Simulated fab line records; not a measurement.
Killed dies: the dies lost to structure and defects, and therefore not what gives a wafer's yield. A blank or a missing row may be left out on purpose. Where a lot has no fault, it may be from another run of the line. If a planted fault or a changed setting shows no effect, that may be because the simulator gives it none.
Split-lot study ; flow n5_finfet ; 21 wafers read from 7 lots, route of 1938 steps

== ON THE SPLIT ==
At N5_BEOL_M7_COAT_63 (time 60 s, resist thk 60 nm), the setting spin_rpm was moved away from the recipe's 1500 rpm on 9 of the 21 wafers read, by -6.9% to +8.4%. All remaining wafers had this setting at the recipe value.

== FROM THE SPLIT TO THE READING: what the file shows between them, 7 steps ==
- N5_BEOL_M7_COAT_64: time 60 s, resist thk 12 nm
- N5_BEOL_M7_COAT_71: time 60 s, resist thk 5 nm
- N5_BEOL_M7_ETCH_72: etches underlayer in N2/H2, target depth 6.5 nm, time 5.2 s
- N5_BEOL_M7_ETCH_65: etches SiARC in CF4, target depth 15.6 nm, time 26 s
- N5_BEOL_M7_ETCH_66: etches SOC in N2/H2, target depth 80 nm, overetch 16 nm, time 120 s
- N5_BEOL_M7_STRIP_69: strips in N2/H2
- N5_BEOL_M7_STRIP_73: strips in N2/H2

== THE READING ==
SOC_of_BEOL_M7_COAT_63.thk_nm (the simulator's own value, which no gauge read), in nm, at N5_BEOL_M7_VIA_ETCH_34 (etches SiCOH lowk in C4F6/O2, target depth 125.5 nm, time 50.5 s). There is no usual value for it anywhere in the file. Across the 12 wafers here that went through the recipe, the average is 54.0 nm and the standard deviation 0.2 nm.

wafer;tool, chamber at the split;spin_rpm as run, rpm;against the recipe;SOC_of_BEOL_M7_COAT_63.thk_nm, nm;against lot-mates on the recipe
L074.1;litho_track-03, 0;1500;recipe;54;-
L074.2;litho_track-03, 0;1411;-5.9%;56.2;+2.2
L074.5;litho_track-03, 0;1411;-5.9%;56.2;+2.2
L075.1;litho_track-03, 0;1500;recipe;54;-
L075.4;litho_track-03, 0;1452;-3.2%;55.2;+1.0
L075.6;litho_track-03, 0;1500;recipe;54.4;-
L079.1;litho_track-03, 0;1419;-5.4%;55.6;+1.8
L079.4;litho_track-03, 0;1419;-5.4%;56;+2.2
L079.5;litho_track-03, 0;1500;recipe;53.8;-
L081.1;litho_track-04, 0;1500;recipe;54.4;-
L081.3;litho_track-04, 0;1422;-5.2%;55.8;+1.6
L081.5;litho_track-04, 0;1500;recipe;54;-
L085.1;litho_track-05, 0;1500;recipe;54;-
L085.6;litho_track-05, 0;1500;recipe;54;-
L085.4;litho_track-05, 0;1500;recipe;53.8;-
L086.1;litho_track-03, 0;1500;recipe;54.2;-
L086.4;litho_track-03, 0;1626;+8.4%;51.4;-2.7
L086.6;litho_track-03, 0;1500;recipe;54;-
L092.1;litho_track-03, 0;1396;-6.9%;56;+2.2
L092.5;litho_track-03, 0;1396;-6.9%;56;+2.2
L092.3;litho_track-03, 0;1500;recipe;53.8;-

FIT RESULTS
A straight line over all 21 wafers: SOC_of_BEOL_M7_COAT_63.thk_nm changes by -0.32 nm for each +1% of spin_rpm; r = -0.98; the points scatter about the line by 0.21 nm.
The same after taking each lot's own level away (the mean of its wafers on the recipe; 21 wafers): -0.336 nm for each +1%; r = -0.99; scatter 0.16 nm.
That fit puts the effect of the largest move of spin_rpm on the reading at 2.8 nm.
The span of the lots' own levels, 53.80 to 54.20 nm, comes to 2.0 times the standard deviation stated above.
The two slopes are in agreement: the lot-to-lot level therefore moves the slope only a little.
Check: with one of the wafers moved furthest among these (+8.4%) left out of the fit, the line predicts -2.87 nm for it against its lot-mates. Against them it came out at -2.7 nm.

== OTHER SPLITS APPLIED TO THESE WAFERS ==
Note: prior to the reading, these wafers also went through further splits. Each is held against what the fit with the lots' levels taken away leaves over:
other split on the same wafers;wafers away from the commonest value;r with SOC_of_BEOL_M7_COAT_63.thk_nm (lot level and that fit taken away)
N5_BEOL_M7_ETCH_61 source_w;6;-0.01

== THE WHOLE CHAIN: every reading that the file lists as answering this split, in the file's order ==
step;what it does;reading;change (the file's fit);r (the file's)
N5_BEOL_M7_COAT_63;time 60 s, resist thk 60 nm;SOC_of_BEOL_M7_COAT_63.thk_nm (the simulator's own value, which no gauge read);-0.313 nm for each +1% of the setting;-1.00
N5_BEOL_M7_ETCH_66;etches SOC in N2/H2, target depth 80 nm, overetch 16 nm, time 120 s;etch.depth_nm (the simulator's own value, which no gauge read);-0.316 nm for each +1% of the setting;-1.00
N5_BEOL_M7_VIA_ETCH_34;etches SiCOH lowk in C4F6/O2, target depth 125.5 nm, time 50.5 s;SOC_of_BEOL_M7_COAT_63.thk_nm (the simulator's own value, which no gauge read);-0.333 nm for each +1% of the setting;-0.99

== THE FILE'S OWN FIT ==
SOC_of_BEOL_M7_COAT_63.thk_nm changes by -0.333 nm for each +1% of spin_rpm, r = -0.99.
